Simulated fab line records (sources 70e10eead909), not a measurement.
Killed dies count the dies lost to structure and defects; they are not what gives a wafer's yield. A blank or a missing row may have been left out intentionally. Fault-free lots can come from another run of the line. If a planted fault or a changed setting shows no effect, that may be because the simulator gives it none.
What tool caused it? + flow nandHarc + 13 lots with 39 wafers sampled at 6 steps, on a route of 1159 steps

== WHAT THE GAUGES SHOWED, per wafer ==
NHARC_A_SGD_CUT_CD_MEAS_09: target cd 100 nm. Usual: cdNm 100.0 nm, standard deviation 0.47.
| lot  | measured     | on       | cdNm (nm)         | flag |
|------|--------------|----------|-------------------|------|
| L107 | day 13 14:08 | cdSem-01 | 99.1 99.6 98.9    |      |
| L112 | day 14 08:44 | cdSem-02 | 100.8 100.8 101.0 |      |
| L108 | day 14 09:56 | cdSem-01 | 99.7 99.4 99.3    |      |
| L109 | day 14 08:30 | cdSem-03 | 99.7 99.5 100.1   |      |
| L110 | day 14 09:41 | cdSem-02 | 101.0 100.0 100.8 |      |
| L113 | day 15 23:32 | cdSem-03 | 100.2 100.3 100.3 |      |
| L115 | day 16 07:38 | cdSem-01 | 100.2 100.1 99.9  |      |
| L118 | day 16 14:16 | cdSem-02 | 100.4 99.7 100.2  |      |
| L125 | day 17 17:33 | cdSem-03 | 100.2 100.0 99.7  |      |
| L122 | day 18 03:12 | cdSem-01 | 100.4 99.7 99.8   |      |
| L128 | day 18 20:32 | cdSem-03 | 100.3 100.3 99.8  |      |
| L129 | day 19 11:10 | cdSem-03 | 100.2 100.2 99.5  |      |
| L130 | day 19 10:46 | cdSem-03 | 99.5 100.0 100.2  |      |

NHARC_END_SORT_01. Usual: killedAtArray 27, standard deviation 11; killedAtOther 0.8, standard deviation 1.1; killedAtPeriphery 2.8, standard deviation 1.9; killedDies 30, standard deviation 11; killedOpen 3.3, standard deviation 1.8; killedShort 2.3, standard deviation 1.5.
| lot  | measured     | on        | killedAtArray | killedAtOther | killedAtPeriphery | killedDies | killedOpen | killedShort | flag |
|------|--------------|-----------|---------------|---------------|-------------------|------------|------------|-------------|------|
| L115 | day 21 09:46 | prober-02 | 70 37 39      | 4 3 1         | 4 5 2             | 78 45 42   | 4 4 3      | 3 5 2       |      |
| L118 | day 21 23:27 | prober-01 | 19 13 18      | 0 0 0         | 4 1 5             | 23 14 23   | 4 2 5      | 4 1 3       |      |
| L125 | day 23 09:34 | prober-02 | 42 38 46      | 2 3 3         | 5 5 3             | 49 46 52   | 7 5 4      | 1 3 2       |      |

== WHICH TOOL RAN EACH LOT (tool, then ch and the chambers of the sampled wafers, then the start) ==
| lot  | NHARC_A_STAIRCASE_STRIP_172        | NHARC_A_STAIRCASE_DEP_325       | NHARC_A_STAIRCASE_CMP_450     | NHARC_A_SGD_CUT_DEP_00          |
|------|------------------------------------|---------------------------------|-------------------------------|---------------------------------|
| L107 | wetBench-07 ch 0,3,5, day 10 16:40 | pecvd-01 ch 0,1,2, day 13 00:47 | cmp-04 ch 0,1,2, day 13 11:32 | pecvd-01 ch 0,1,2, day 13 13:29 |
| L112 | wetBench-09 ch 2,3,6, day 11 08:17 | pecvd-01 ch 0,1,2, day 13 18:37 | cmp-04 ch 0,3, day 14 05:56   | pecvd-03 ch 0,1,2, day 14 08:01 |
| L108 | wetBench-07 ch 2,3,5, day 11 08:27 | pecvd-02 ch 0,1,2, day 13 18:58 | cmp-03 ch 0,1, day 14 07:14   | pecvd-03 ch 0,1,2, day 14 09:18 |
| L109 | wetBench-09 ch 3,6,7, day 11 11:40 | pecvd-03 ch 0,1,2, day 13 18:52 | cmp-04 ch 1,2,3, day 14 05:40 | pecvd-01 ch 0,1,2, day 14 07:47 |
| L110 | wetBench-05 ch 1,3,6, day 11 11:42 | pecvd-01 ch 0,1,2, day 13 19:11 | cmp-03 ch 0,1,3, day 14 07:07 | pecvd-03 ch 0,2, day 14 08:58   |
| L113 | wetBench-05 ch 1,5,7, day 12 23:54 | pecvd-03 ch 0,1,2, day 15 09:57 | cmp-04 ch 0,1,3, day 15 20:56 | pecvd-03 ch 0,2, day 15 22:49   |
| L115 | wetBench-09 ch 1,2,7, day 13 03:44 | pecvd-03 ch 1,2, day 15 14:18   | cmp-02 ch 0,1,3, day 16 03:02 | pecvd-01 ch 0,1, day 16 07:04   |
| L118 | wetBench-07 ch 1,3,4, day 13 08:54 | pecvd-01 ch 0,1,2, day 16 00:38 | cmp-04 ch 2,3, day 16 11:37   | pecvd-03 ch 0,2, day 16 13:33   |
| L125 | wetBench-05 ch 3,4,5, day 14 18:51 | pecvd-01 ch 1,2, day 17 01:06   | cmp-03 ch 0,1,3, day 17 14:26 | pecvd-03 ch 1,2, day 17 16:49   |
| L122 | wetBench-05 ch 0,2,6, day 15 02:42 | pecvd-01 ch 0,1, day 17 12:46   | cmp-03 ch 0,2,3, day 18 00:36 | pecvd-04 ch 1,2, day 18 02:36   |
| L128 | wetBench-07 ch 0,3,7, day 15 17:03 | pecvd-03 ch 0,2, day 18 06:13   | cmp-04 ch 1,2,3, day 18 17:57 | pecvd-03 ch 0,2, day 18 19:58   |
| L129 | wetBench-05 ch 0,4,7, day 16 02:16 | pecvd-02 ch 0,1, day 18 16:55   | cmp-04 ch 0,3, day 19 08:32   | pecvd-04 ch 0,1, day 19 10:36   |
| L130 | wetBench-05 ch 2,5,6, day 16 02:51 | pecvd-03 ch 0,1, day 18 16:50   | cmp-02 ch 0,2,3, day 19 08:14 | pecvd-03 ch 1,2, day 19 10:13   |
- NHARC_A_STAIRCASE_STRIP_172: strips in SPM, time 900 s.
- NHARC_A_STAIRCASE_DEP_325: deposits SiO2, target thk 3800 nm.
- NHARC_A_STAIRCASE_CMP_450: polishes SiO2, target thk 200 nm.
- NHARC_A_SGD_CUT_DEP_00: deposits SiNx, target thk 50 nm.

== WHAT THE TOOLS THEMSELVES READ (means of the sampled wafers that have a number; where no wafer has one, the mark that the record gives instead) ==
NHARC_A_STAIRCASE_DEP_325. Usual: heaterPowerW 666 W, standard deviation 78.
| lot  | tool     | heaterPowerW (W) | flag |
|------|----------|------------------|------|
| L107 | pecvd-01 | 626              |      |
| L112 | pecvd-01 | 644              |      |
| L108 | pecvd-02 | 639              |      |
| L109 | pecvd-03 | 664              |      |
| L110 | pecvd-01 | 682              |      |
| L113 | pecvd-03 | 626              |      |
| L115 | pecvd-03 | 613              |      |
| L118 | pecvd-01 | 729              |      |
| L125 | pecvd-01 | 629              |      |
| L122 | pecvd-01 | 639              |      |
| L128 | pecvd-03 | 713              |      |
| L129 | pecvd-02 | 687              |      |
| L130 | pecvd-03 | 659              |      |

NHARC_A_STAIRCASE_CMP_450. Usual: motorCurrentA 12.1 A, standard deviation 1.
| lot  | tool   | motorCurrentA (A) | flag |
|------|--------|-------------------|------|
| L107 | cmp-04 | 12.3              |      |
| L112 | cmp-04 | 12.2              |      |
| L108 | cmp-03 | 13.2              |      |
| L109 | cmp-04 | 11.1              |      |
| L110 | cmp-03 | 13.2              |      |
| L113 | cmp-04 | 12.0              |      |
| L115 | cmp-02 | 11.8              |      |
| L118 | cmp-04 | 11.3              |      |
| L125 | cmp-03 | 13.3              |      |
| L122 | cmp-03 | 12.2              |      |
| L128 | cmp-04 | 11.7              |      |
| L129 | cmp-04 | 12.2              |      |
| L130 | cmp-02 | 12.4              |      |

NHARC_A_SGD_CUT_DEP_00. Usual: heaterPowerW 717 W, standard deviation 78.
| lot  | tool     | heaterPowerW (W) | flag |
|------|----------|------------------|------|
| L107 | pecvd-01 | 681              |      |
| L112 | pecvd-03 | 724              |      |
| L108 | pecvd-03 | 701              |      |
| L109 | pecvd-01 | 738              |      |
| L110 | pecvd-03 | 711              |      |
| L113 | pecvd-03 | 735              |      |
| L115 | pecvd-01 | 729              |      |
| L118 | pecvd-03 | 719              |      |
| L125 | pecvd-03 | 752              |      |
| L122 | pecvd-04 | 746              |      |
| L128 | pecvd-03 | 722              |      |
| L129 | pecvd-04 | 688              |      |
| L130 | pecvd-03 | 649              |      |

== THE ANSWER, worked out from the rows above alone ==
Rule: a lot counts as off when the mean over its wafers that have a number is more than 3 standard deviations away from the usual mean. A lot without any number at a reading at which 4 lots or more have one is off too. Where the step has rows for the other lots, those lots are counted as sound. First the gauges in route order, then the tools' own readings, where a lot's mean is used as printed above. The first step at which some lot is off is used, and at that step the reading that is off furthest; a lot without a number counts as furthest.
Nothing can be told from this: no lot is off at any reading shown.

== WHAT WAS PUT IN BY THE SIMULATOR ==
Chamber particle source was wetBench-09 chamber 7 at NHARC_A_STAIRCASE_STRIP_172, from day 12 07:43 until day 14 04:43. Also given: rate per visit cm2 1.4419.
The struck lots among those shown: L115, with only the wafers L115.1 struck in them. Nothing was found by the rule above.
